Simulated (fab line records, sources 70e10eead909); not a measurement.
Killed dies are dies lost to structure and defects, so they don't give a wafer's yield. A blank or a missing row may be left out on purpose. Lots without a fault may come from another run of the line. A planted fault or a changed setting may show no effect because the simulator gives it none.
Chamber matching | flow nand_harc | NHARC_P_CONTACT_CMP_24 on cmp-03: 4 sister chambers
The step polishes, t overpolish 30 s, target thk 200 nm. 4 wafers are shown with their chamber, then 7 later ones without.

WAFERS WITH THEIR CHAMBER
wafer  | chamber | motor_current_A (A)
L452.2 | 0       | 11.8
L452.5 | 2       | 11.1
L453.1 | 3       | 15.5
L453.3 | 1       | 12.9

WAFERS WITHOUT THEIR CHAMBER
wafer  | motor_current_A (A)
L453.6 | 11.7
L457.2 | 11.3
L457.3 | 11.0
L457.4 | 15.2
L458.1 | 15.0
L458.2 | 11.8
L458.4 | 12.4

WHICH CHAMBER EACH WENT THROUGH
wafer  | from the rows above     | in truth
L453.6 | can't be placed: 0 or 2 | 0
L457.2 | can't be placed: 2 or 0 | 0
L457.3 | 2                       | 2
L457.4 | 3                       | 3
L458.1 | 3                       | 3
L458.2 | 0                       | 0
L458.4 | can't be placed: 1 or 0 | 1
Placed correctly: 4 of 7. Can't be placed from these rows: 3 (the true chamber is among the candidates in 3). Placed wrongly: 0.
How it was worked out, from the rows above alone: a wafer's distance from a chamber is the root of the sum, over the readings, of the square of ((its reading less the chamber's mean) divided by the reading's scatter). The wafer belongs to the nearest chamber; if the next one is less than 2 further off, it can't be placed. A chamber's mean is the mean of its shown wafers. The scatter: with one shown wafer a chamber, the root of the mean of the squares of how far each hidden wafer lies from its nearest shown one.
